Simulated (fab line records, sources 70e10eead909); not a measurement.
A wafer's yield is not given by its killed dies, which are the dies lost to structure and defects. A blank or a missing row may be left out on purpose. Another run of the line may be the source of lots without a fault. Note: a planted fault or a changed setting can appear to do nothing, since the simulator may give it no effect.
Chamber matching	flow nand_harc	NHARC_P_M1_STRIP_18 on rie_diel-02 has 4 sister chambers
The step strips in N2/H2. 4 wafers are shown with their chamber, then 10 later ones without.

WAFERS PAIRED WITH THEIR CHAMBERS
wafer	chamber	drypump_motor_current_A (A)
L082.4	2	5.7
L085.6	1	5.2
L086.1	3	6.3
L086.5	0	5.7

WAFERS WHOSE CHAMBER IS MISSING
wafer	drypump_motor_current_A (A)
L086.6	5.2
L095.4	5.7
L095.5	5.2
L095.6	5.7
L097.2	6.3
L097.3	5.7
L097.5	5.7
L096.2	6.3
L096.3	5.8
L096.6	5.7

WHICH CHAMBER EACH ONE RAN IN
wafer	from the rows above	in truth
L086.6	1	1
L095.4	can't be placed: 0 or 2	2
L095.5	1	1
L095.6	can't be placed: 0 or 2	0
L097.2	3	3
L097.3	can't be placed: 0 or 2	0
L097.5	can't be placed: 0 or 2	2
L096.2	3	3
L096.3	can't be placed: 0 or 2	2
L096.6	can't be placed: 0 or 2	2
4 of 10 placed correctly. Cannot be placed on the basis of these rows: 6; the candidates contain the true chamber in 6. Number placed wrongly: 0.
How it was worked out, from the rows above alone: a wafer's distance from a chamber is the root of the sum, over the readings, of the square of ((its reading less the chamber's mean) divided by the reading's scatter). The wafer belongs to the nearest chamber; if the next one is less than 2 further off, it can't be placed. For every chamber, the mean is computed from those of its wafers that are shown. The scatter (one wafer shown for each chamber): square how far every hidden wafer sits from the nearest shown wafer, average those squares and take the square root.
